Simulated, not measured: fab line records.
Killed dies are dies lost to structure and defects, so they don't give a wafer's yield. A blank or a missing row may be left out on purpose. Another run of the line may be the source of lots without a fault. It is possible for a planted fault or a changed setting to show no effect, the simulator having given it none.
fab line records | flow n5_finfet
[record] lots = 9 | wafers = 27 | last_day = 17
route steps=1938 shown BEOL_M2@860 BEOL_M4@1111 PASSIVATION@1936
lots that met no fault: from a run of the same line without faults
start_h: hours from the record's opening day to when the first of the lot's shown wafers began | wait_h: time in hours since the lot's previous step | " identical to the entry in the row above | L1.1+2: a single row standing in for several wafers | - no value present, or no start provided | * or withheld: withheld | < > ~ a bound
route shown NAME@n: a module of which the file shows steps, and the number in the route of the first | usual: mean/standard deviation taken from wafers without a fault | same: alike in all rows | chamber/n: place in a boat | sites: each site's reading | _std_site: how widely they spread, as a standard deviation | _edge_site: outer sites' mean less inner sites' | radius_mm: for every site, how far away it sits from the centre of the wafer | mask NAME#n: copy n | behind: the tool/chamber that last shaped the wafer | hold: why the lot went on hold/how many hours it stayed there/how the hold came to an end | device: transistor that didn't switch, given as n, p or np | end of line: the route-end tests of the same wafers | a step with no rows: only its recipe | killed: dies lost to structure and defects at the first sort, not the wafer's yield | map: a wafer's dies, marking killed ones x, the rest . and places with no die _
set.NAME: the run value of the setting; set.NAME@STEP: its run value at that earlier step | model.NAME: the simulator's own value behind a step, which no gauge read
route steps across a sampled set of lots; one table per step, one row per wafer
services: from which hour (start_h, from the record's first day; less than 0 if before it) a tool's chamber was out of use, for how many hours, and why
[[steps]]
[step N5_BEOL_M2_ETCH_64]
[recipe] chemistry = N2/H2 | target = SOC | target_depth_a = 750 | overetch_a = 225 | mask_material = SiARC | temp_c = 40 | time_s = 121.9 | ion_energy_ev = 200 | pressure_mtorr = 30 | source_w = 840 | bias_w = 150 | n2_flow_sccm = 200 | h2_flow_sccm = 200
[usual] bias_w = 150.0/0.45 | drypump_motor_current_A = 5.9/0.45 | oes_product_au = 0.59/0.056 | rf_vpp_V = 524.4/2.4 | showerhead_plenum_p_Torr = 2.56/0.079 | throttle_valve_pct = 17.72/0.25
lot.wafer | tool        | chamber | start_h | wait_h | bias_w | drypump_motor_current_A | oes_product_au | rf_hours_counter_h | rf_vpp_V | showerhead_plenum_p_Torr | throttle_valve_pct
L648.3    | rie_diel-01 | 2       | 130.99  | 0.0    | 149.9  | 6.6                     | 0.54           | 186                | 523.4    | 2.52                     | 17.75
L648.4    | "           | 1       | "       | "      | 150.2  | 6.6                     | 0.67           | 46                 | 526.6    | 2.58                     | 18.16
L648.5    | "           | 2       | "       | "      | 150.7  | 6.6                     | 0.55           | -                  | 522.9    | 2.52                     | 17.73
L649.2    | rie_diel-04 | 3       | 148.30  | 0.0    | 149.8  | 5.7                     | 0.56           | 182                | 526.5    | 2.63                     | 17.52
L649.3    | "           | 0       | "       | "      | 150.6  | 6.6                     | 0.55           | 216                | 520.3    | 2.41                     | 17.65
L649.5    | "           | 2       | "       | "      | 149.8  | 5.8                     | 0.52           | -                  | 527.0    | 2.61                     | 17.63
L656.1    | rie_diel-05 | 2       | 179.51  | 0.0    | 149.2  | 6.6                     | 0.59           | 147                | 523.7    | 2.55                     | 17.75
L656.3    | "           | 3       | "       | "      | 151.5  | 5.5                     | 0.60           | 127                | 527.1    | 2.66                     | 17.78
L656.6    | "           | 3       | "       | "      | 150.4  | 5.6                     | 0.60           | -                  | 526.6    | 2.66                     | 17.79
L662.1    | rie_diel-01 | 0       | 221.23  | 0.0    | 149.3  | 5.5                     | 0.66           | 64                 | 524.5    | 2.58                     | 18.07
L662.4    | "           | 3       | "       | "      | 150.6  | 5.1                     | 0.54           | 231                | 520.1    | 2.40                     | 17.81
L662.6    | "           | 1       | "       | "      | 150.5  | 6.6                     | 0.64           | -                  | 524.8    | 2.57                     | 18.20
L663.1    | rie_diel-05 | 2       | 224.51  | 0.0    | 150.4  | 6.6                     | 0.58           | 169                | 523.8    | 2.54                     | 17.80
L663.2    | "           | 0       | "       | "      | 150.5  | 5.6                     | 0.61           | 105                | 520.9    | 2.45                     | 17.53
L663.4    | "           | 3       | "       | "      | 150.6  | 5.6                     | 0.58           | 148                | 528.3    | 2.65                     | 17.83
L666.3    | rie_diel-05 | 0       | 245.94  | 0.0    | 150.6  | 5.6                     | 0.61           | 111                | 522.0    | 2.45                     | 17.54
L666.5    | "           | 2       | "       | "      | 150.9  | 6.6                     | 0.57           | -                  | 522.8    | 2.53                     | 17.80
L666.6    | "           | 3       | "       | "      | 150.6  | 5.5                     | 0.58           | -                  | 524.4    | 2.65                     | 17.83
L668.1    | rie_diel-04 | 2       | 248.15  | 0.0    | 149.8  | 5.8                     | 0.67           | 23                 | 525.8    | 2.60                     | 17.32
L668.5    | "           | 3       | "       | "      | 150.5  | 5.7                     | 0.53           | -                  | 524.8    | 2.61                     | 17.62
L668.6    | "           | 2       | "       | "      | 150.5  | 5.8                     | 0.66           | -                  | 525.1    | 2.60                     | 17.31
L670.1    | rie_diel-04 | 2       | 264.24  | 0.0    | 149.9  | 5.8                     | 0.66           | 27                 | 524.8    | 2.60                     | 17.34
L670.2    | "           | 0       | "       | "      | 149.3  | 6.6                     | 0.75           | 2                  | 529.7    | 2.71                     | 17.25
L670.6    | "           | 1       | "       | "      | 150.3  | 5.7                     | 0.57           | -                  | 524.0    | 2.53                     | 18.18
L671.2    | rie_diel-01 | 3       | 278.55  | 0.0    | 149.8  | 5.1                     | 0.53           | 250                | 518.9    | 2.40                     | 17.84
L671.3    | "           | 2       | "       | "      | 150.0  | 6.6                     | 0.52           | 229                | 523.8    | 2.50                     | 17.82
L671.5    | "           | 3       | "       | "      | 150.0  | 5.1                     | 0.54           | -                  | 519.3    | 2.40                     | 17.84
[step N5_BEOL_M2_CD_MEAS_18]
[recipe] pitch_nm = 36 | target_cd_nm = 18
[usual] cd_nm = 18.10/0.27
lot.wafer | tool      | chamber | start_h | wait_h | cd_nm
L648.3    | cd_sem-01 | -       | 131.43  | 0.1    | 18.16
L648.4    | "         | -       | "       | "      | 17.77
L648.5    | "         | -       | "       | "      | 17.82
L649.2    | cd_sem-01 | -       | 148.65  | 0.1    | 17.89
L649.3    | "         | -       | "       | "      | 17.85
L649.5    | "         | -       | "       | "      | 18.32
L656.1    | cd_sem-01 | -       | 179.86  | 0.0    | 18.38
L656.3    | "         | -       | "       | "      | 17.86
L656.6    | "         | -       | "       | "      | 18.36
L662.1    | cd_sem-01 | -       | 221.58  | 0.0    | 17.86
L662.4    | "         | -       | "       | "      | 17.35
L662.6    | "         | -       | "       | "      | 18.16
L663.1    | cd_sem-02 | -       | 224.86  | 0.0    | 18.13
L663.2    | "         | -       | "       | "      | 18.75
L663.4    | "         | -       | "       | "      | 17.88
L666.3    | cd_sem-03 | -       | 246.39  | 0.1    | 18.12
L666.5    | "         | -       | "       | "      | 18.11
L666.6    | "         | -       | "       | "      | 18.68
L668.1    | cd_sem-03 | -       | 248.51  | 0.0    | 18.15
L668.5    | "         | -       | "       | "      | 18.00
L668.6    | "         | -       | "       | "      | 18.06
L670.1    | cd_sem-02 | -       | 264.66  | 0.0    | 18.05
L670.2    | "         | -       | "       | "      | 17.53
L670.6    | "         | -       | "       | "      | 18.04
L671.2    | cd_sem-03 | -       | 278.97  | 0.1    | 18.08
L671.3    | "         | -       | "       | "      | 17.57
L671.5    | "         | -       | "       | "      | 17.72
[step N5_BEOL_M2_ALD_98]
[recipe] material = SiO2 | target_thk_a = 25 | temp_c = 100 | ald_precursor_family = BDEAS | ald_co_reactant = O2-plasma | pulse_time_s = 1 | co_reactant_pulse_time_s = 1 | purge_time_s = 2 | co_reactant_purge_time_s = 2 | ald_cycles = 17 | pressure_torr = 2
[usual] ald_cycles = 17/0 | heater_power_w = 78/6.6 | precursor_pulse_height_rel = 1.001/0.02
lot.wafer | tool       | chamber | start_h | wait_h | ald_cycles | heater_power_w | precursor_pulse_height_rel
L648.3    | ald_sin-04 | 3       | 132.06  | 0.1    | 17         | 80             | 1.026
L648.4    | "          | 0       | "       | "      | 17         | 74             | 1.016
L648.5    | "          | 2       | "       | "      | 17         | 70             | 0.981
L649.2    | ald_sin-02 | 2       | 149.98  | 0.6    | 17         | 79             | 1.039
L649.3    | "          | 0       | "       | "      | 17         | 79             | 0.983
L649.5    | "          | 3       | "       | "      | 17         | 73             | 0.985
L656.1    | ald_sin-03 | 1       | 180.97  | 0.6    | 17         | 79             | 1.010
L656.3    | "          | 3       | "       | "      | 17         | 92             | 0.986
L656.6    | "          | 3       | "       | "      | 17         | 91             | 0.991
L662.1    | ald_sin-02 | 1       | 222.62  | 0.2    | 17         | 79             | 0.990
L662.4    | "          | 0       | "       | "      | 17         | 81             | 0.982
L662.6    | "          | 2       | "       | "      | 17         | 75             | 0.980
L663.1    | ald_sin-02 | 2       | 225.80  | 0.1    | 17         | 77             | 0.940
L663.2    | "          | 0       | "       | "      | 22         | 82             | 0.991
L663.4    | "          | 3       | "       | "      | 17         | 74             | 0.981
L666.3    | ald_sin-02 | 3       | 247.09  | 0.1    | 17         | 73             | 1.006
L666.5    | "          | 1       | "       | "      | 22         | 78             | 0.988
L666.6    | "          | 2       | "       | "      | 17         | 74             | 1.024
L668.1    | ald_sin-03 | 2       | 249.21  | 0.1    | 17         | 80             | 0.988
L668.5    | "          | 0       | "       | "      | 17         | 72             | 0.995
L668.6    | "          | 3       | "       | "      | 17         | 92             | 0.978
L670.1    | ald_sin-04 | 0       | 265.36  | 0.1    | 17         | 73             | 0.987
L670.2    | "          | 2       | "       | "      | 17         | 72             | 1.007
L670.6    | "          | 0       | "       | "      | 17         | 76             | 0.968
L671.2    | ald_sin-04 | 3       | 279.69  | 0.1    | 17         | 81             | 0.975
L671.3    | "          | 0       | "       | "      | 17         | 78             | 0.994
L671.5    | "          | 1       | "       | "      | 17         | 72             | 0.968
[step N5_BEOL_M2_STRIP_36]
[recipe] chemistry = N2/H2 | power_w = 450 | temp_c = 40 | pressure_mtorr = 20 | rf_frequency_hz = 6e+07 | overash_fraction = 0.3 | bias_power_w = 7 | h2_frac = 0.5 | n2_flow_sccm = 200 | h2_flow_sccm = 200
[usual] drypump_motor_current_A = 5.9/0.51 | oes_product_au = 0.79/0.083 | rf_vpp_V = 59.1/1.4 | showerhead_plenum_p_Torr = 2.55/0.077 | throttle_valve_pct = 23.5/0.35
lot.wafer | tool        | chamber | start_h | wait_h | drypump_motor_current_A | oes_product_au | rf_hours_counter_h | rf_vpp_V | showerhead_plenum_p_Torr | throttle_valve_pct
L648.3    | rie_diel-01 | 3       | 135.32  | 0.0    | 5.1                     | 0.72           | 210                | 59.7     | 2.41                     | 23.4
L648.4    | "           | 0       | "       | "      | 5.4                     | 0.90           | 43                 | 59.4     | 2.58                     | 23.9
L648.5    | "           | 3       | "       | "      | 5.1                     | 0.72           | -                  | 57.9     | 2.41                     | 23.4
L649.2    | rie_diel-01 | 0       | 150.92  | 0.0    | 5.5                     | 0.88           | 47                 | 57.5     | 2.58                     | 23.9
L649.3    | "           | 3       | "       | "      | 5.1                     | 0.72           | 215                | 61.1     | 2.40                     | 23.4
L649.5    | "           | 1       | "       | "      | 6.6                     | 0.86           | -                  | 57.3     | 2.58                     | 24.2
L656.1    | rie_diel-05 | 2       | 181.67  | 0.0    | 6.6                     | 0.76           | 148                | 58.2     | 2.54                     | 23.4
L656.3    | "           | 0       | "       | "      | 5.6                     | 0.83           | 85                 | 59.6     | 2.45                     | 23.1
L656.6    | "           | 2       | "       | "      | 6.6                     | 0.77           | -                  | 59.9     | 2.54                     | 23.4
L662.1    | rie_diel-05 | 3       | 226.73  | 0.0    | 5.5                     | 0.75           | 149                | 59.8     | 2.65                     | 23.5
L662.4    | "           | 1       | "       | "      | 6.2                     | 0.93           | 16                 | 59.1     | 2.60                     | 23.2
L662.6    | "           | 0       | "       | "      | 5.6                     | 0.81           | -                  | 57.3     | 2.45                     | 23.1
L663.1    | rie_diel-04 | 3       | 226.80  | 0.0    | 5.7                     | 0.72           | 212                | 59.3     | 2.62                     | 23.3
L663.2    | "           | 2       | "       | "      | 5.8                     | 0.90           | 13                 | 58.2     | 2.60                     | 23.2
L663.4    | "           | 2       | "       | "      | 5.8                     | 0.90           | -                  | 60.2     | 2.60                     | 23.2
L666.3    | rie_diel-05 | 3       | 247.59  | 0.0    | 5.6                     | 0.75           | 156                | 59.2     | 2.64                     | 23.5
L666.5    | "           | 2       | "       | "      | 6.6                     | 0.74           | -                  | 58.7     | 2.53                     | 23.5
L666.6    | "           | 3       | "       | "      | 5.6                     | 0.75           | -                  | 61.0     | 2.64                     | 23.5
L668.1    | rie_diel-01 | 2       | 253.31  | 0.0    | 6.6                     | 0.70           | 221                | 56.7     | 2.50                     | 23.6
L668.5    | "           | 0       | "       | "      | 5.5                     | 0.84           | -                  | 59.6     | 2.57                     | 23.9
L668.6    | "           | 1       | "       | "      | 6.6                     | 0.84           | -                  | 58.6     | 2.56                     | 24.3
L670.1    | rie_diel-01 | 1       | 267.29  | 0.0    | 6.6                     | 0.82           | 90                 | 60.2     | 2.56                     | 24.2
L670.2    | "           | 2       | "       | "      | 6.7                     | 0.68           | 225                | 61.0     | 2.50                     | 23.6
L670.6    | "           | 3       | "       | "      | 5.1                     | 0.70           | -                  | 58.3     | 2.39                     | 23.4
L671.2    | rie_diel-04 | 0       | 280.53  | 0.0    | 6.6                     | 0.98           | 10                 | 58.9     | 2.71                     | 23.1
L671.3    | "           | 1       | "       | "      | 5.7                     | 0.74           | 170                | 59.7     | 2.53                     | 24.1
L671.5    | "           | 0       | "       | "      | 6.6                     | 0.95           | -                  | 62.2     | 2.71                     | 23.1
[step N5_BEOL_M4_RC_MEAS_101]
[usual] DIBL_N = 36.3/1.2 | DIBL_P = 36.1/1.6 | IOFF_N = 0.161/0.023 | IOFF_P = 0.209/0.027 | ION_N = 676/8.9 | ION_P = 462/5.3 | SS_N = 71.5/0.51 | SS_P = 73.2/0.5 | VT_N = 249.1/2.5 | VT_P = -249.9/2.8
lot.wafer | tool      | chamber | start_h | wait_h | DIBL_N[mV/V] | DIBL_P[mV/V] | IOFF_N[nA/um] | IOFF_P[nA/um] | ION_N[uA/um] | ION_P[uA/um] | SS_N[mV/dec] | SS_P[mV/dec] | VT_N[mV] | VT_P[mV]
L648.3    | prober-02 | 0       | 156.33  | 0.3    | 36.5         | 36.8         | 0.164         | 0.203         | 671          | 460          | 71.8         | 72.7         | 246.1    | -251.8
L648.4    | "         | 0       | "       | "      | 35.7         | 35.0         | 0.142         | 0.183         | 672          | 457          | 70.8         | 73.3         | 247.2    | -253.2
L648.5    | "         | 0       | "       | "      | 34.8         | 33.1         | 0.129         | 0.157         | 667          | 451          | 71.7         | 73.5         | 250.9    | -255.5
L649.2    | prober-01 | 0       | 176.29  | 0.2    | 36.1         | 35.6         | 0.155         | 0.203         | 683          | 462          | 71.5         | 72.9         | 248.2    | -249.9
L649.3    | "         | 0       | "       | "      | 35.8         | 36.2         | 0.145         | 0.211         | 671          | 461          | 70.9         | 72.7         | 248.5    | -250.4
L649.5    | "         | 0       | "       | "      | 37.7         | 38.1         | 0.185         | 0.249         | 689          | 471          | 71.6         | 73.9         | 246.0    | -247.5
L656.1    | prober-02 | 0       | 206.31  | 0.0    | 36.9         | 34.3         | 0.153         | 0.203         | 670          | 467          | 71.5         | 73.2         | 249.4    | -248.5
L656.3    | "         | 0       | "       | "      | 37.7         | 35.4         | 0.170         | 0.221         | 667          | 462          | 71.7         | 72.8         | 247.7    | -248.0
L656.6    | "         | 0       | "       | "      | 36.9         | 34.6         | 0.166         | 0.202         | 674          | 459          | 71.5         | 72.8         | 250.3    | -252.3
L663.1    | prober-02 | 0       | 249.03  | 0.0    | 35.0         | 35.2         | 0.151         | 0.197         | 676          | 467          | 71.9         | 72.5         | 247.9    | -250.9
L663.2    | "         | 0       | "       | "      | 35.7         | 35.9         | 0.160         | 0.204         | 672          | 462          | 71.9         | 73.4         | 250.1    | -250.7
L663.4    | "         | 0       | "       | "      | 34.0         | 33.4         | 0.135         | 0.174         | 665          | 457          | 71.0         | 72.6         | 251.5    | -253.3
L662.1    | prober-02 | 0       | 255.24  | 0.0    | 36.4         | 35.7         | 0.165         | 0.181         | 666          | 457          | 72.0         | 73.6         | 247.4    | -253.8
L662.4    | "         | 0       | "       | "      | 37.0         | 36.8         | 0.178         | 0.193         | 674          | 456          | 71.8         | 74.2         | 249.3    | -253.1
L662.6    | "         | 0       | "       | "      | 35.9         | 36.1         | 0.161         | 0.187         | 671          | 455          | 70.9         | 73.5         | 249.5    | -253.2
L666.3    | prober-02 | 0       | 275.00  | 0.3    | 38.6         | 37.3         | 0.201         | 0.248         | 679          | 465          | 72.6         | 73.9         | 247.0    | -248.7
L666.5    | "         | 0       | "       | "      | 36.7         | 34.8         | 0.159         | 0.206         | 669          | 455          | 71.6         | 73.2         | 250.7    | -250.7
L666.6    | "         | 0       | "       | "      | 37.9         | 36.1         | 0.188         | 0.235         | 688          | 474          | 71.8         | 73.5         | 248.7    | -246.2
L668.1    | prober-02 | 0       | 278.72  | 0.0    | 36.8         | 37.2         | 0.177         | 0.220         | 679          | 460          | 72.2         | 73.3         | 249.4    | -250.5
L668.5    | "         | 0       | "       | "      | 38.2         | 37.8         | 0.200         | 0.232         | 688          | 462          | 71.8         | 73.2         | 247.3    | -247.2
L668.6    | "         | 0       | "       | "      | 37.9         | 37.5         | 0.186         | 0.225         | 680          | 467          | 72.0         | 72.1         | 247.4    | -249.5
L670.1    | prober-01 | 0       | 294.29  | 0.0    | 35.6         | 36.5         | 0.161         | 0.215         | 666          | 461          | 71.9         | 73.0         | 249.0    | -250.2
L670.2    | "         | 0       | "       | "      | 36.1         | 37.8         | 0.182         | 0.238         | 681          | 461          | 71.8         | 73.9         | 246.7    | -247.1
L670.6    | "         | 0       | "       | "      | 36.0         | 37.2         | 0.166         | 0.222         | 677          | 462          | 72.7         | 73.7         | 248.1    | -251.9
L671.2    | prober-01 | 0       | 310.37  | 0.2    | 37.1         | 36.4         | 0.166         | 0.217         | 679          | 465          | 71.8         | 73.3         | 250.1    | -246.2
L671.3    | "         | 0       | "       | "      | 36.0         | 35.6         | 0.143         | 0.202         | 674          | 463          | 71.9         | 73.1         | 250.6    | -248.4
L671.5    | "         | 0       | "       | "      | 35.0         | 34.3         | 0.132         | 0.178         | 662          | 457          | 71.6         | 73.4         | 251.1    | -248.6
[step N5_PASSIVATION_PROBE_49]
[usual] defect_limited_yield = 91.3/1.5 | killed_at_M0_to_M3 = 35/10 | killed_at_M4_up = 13/5.3 | killed_at_contacts = 12/5.7 | killed_at_front_end = 39/11 | killed_at_other = 3.3/2.7 | killed_dies = 102/18 | killed_open = 67/13 | killed_short = 34/7.8 | sort_bin_5_function = 5.1/1 | sort_bin_6_memory = 3.3/0.68 | sort_n_pass = 1078/18 | sort_yield_pct = 91.3/1.5
[same] gross_dies = 1180 | killed_at_back_side = 0 | sort_bin_4_leakage[%] = 0 | sort_bin_8_speed[%] = 0
lot.wafer | tool      | chamber | start_h | wait_h | defect_limited_yield[%] | killed_at_M0_to_M3 | killed_at_M4_up | killed_at_contacts | killed_at_front_end | killed_at_other | killed_dies | killed_open | killed_short | sort_bin_5_function[%] | sort_bin_6_memory[%] | sort_n_pass | sort_yield_pct[%]
L668.5    | prober-01 | -       | 375.72  | 0.2    | 91.4                    | 36                 | 19              | 7                  | 39                  | 1               | 102         | 64          | 37           | 5.7                    | 2.9                  | 1078        | 91.4
// killed by level:class
L668.5 FIN_SAQP:geometric_particle:short=12 BEOL_M0_SAQP:geometric_particle:open=11 BEOL_M1:geometric_particle:open=8 BEOL_M4:geometric_particle:open=8 FIN_SAQP:geometric_particle:open=7 MOL_CONTACT_COAG:geometric_particle:open=7 BEOL_M0_SAQP:geometric_particle:short=7 BEOL_M5:geometric_particle:open=5
[[services]]
tool        | chamber | start_h | hours | kind
ald_sin-03  | -       | 112.71  | 2.8   | pm
rie_diel-05 | 2       | 119.71  | 1.5   | repair
rie_diel-04 | 1       | 160.26  | 9.4   | repair
rie_diel-05 | 1       | 168.24  | -     | clean
rie_diel-05 | 1       | 168.24  | -     | consumable_replace:esc
rie_diel-05 | 1       | 168.24  | -     | consumable_replace:focus_ring
ald_sin-04  | 1       | 169.02  | 2.7   | repair
ald_sin-02  | -       | 176.75  | 14.0  | pm
ald_sin-04  | -       | 180.72  | 14.6  | pm
rie_diel-01 | -       | 182.64  | 29.3  | repair
ald_sin-04  | 2       | 203.92  | 12.4  | repair
rie_diel-04 | 2       | 210.03  | 5.3   | repair
rie_diel-04 | 1       | 217.31  | 5.0   | repair
rie_diel-01 | 3       | 221.31  | 4.5   | repair
ald_sin-04  | -       | 234.32  | 3.0   | repair
rie_diel-01 | 2       | 240.16  | 6.1   | repair
rie_diel-04 | 1       | 265.61  | 2.8   | repair
rie_diel-04 | 1       | 270.86  | 4.3   | repair
ald_sin-03  | 1       | 274.19  | 4.2   | repair
rie_diel-01 | 3       | 279.36  | -     | clean
rie_diel-01 | 3       | 279.36  | -     | consumable_replace:focus_ring
rie_diel-01 | 3       | 279.36  | -     | consumable_replace:showerhead
rie_diel-01 | 3       | 279.36  | 15.2  | scheduled_down
rie_diel-01 | 3       | 279.36  | 15.2  | vent_cycle
[[key]]
[first_sign] step = N5_BEOL_M2_ALD_98 | reading = ald_cycles | direction = up | sigmas = 99+ | usual = * | struck = *
effect none on later readings
met_at N5_BEOL_M2_ALD_98
struck_lots L663,L666
struck_wafers L663.2,L666.5
not_acting_at N5_BEOL_M2_ETCH_64,N5_BEOL_M2_CD_MEAS_18,N5_BEOL_M2_STRIP_36
onset_between 222.62 225.80
[fault] kind = process_parameter_drift | tool = ald_sin-02 | chamber = - | onset_h = 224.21 | steps = N5_BEOL_M2_ALD_98 | channel = ald_cycles | offset = * | shape = step | end_h = 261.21 | scope = struck_wafers_only | acts_in = * | stated = *
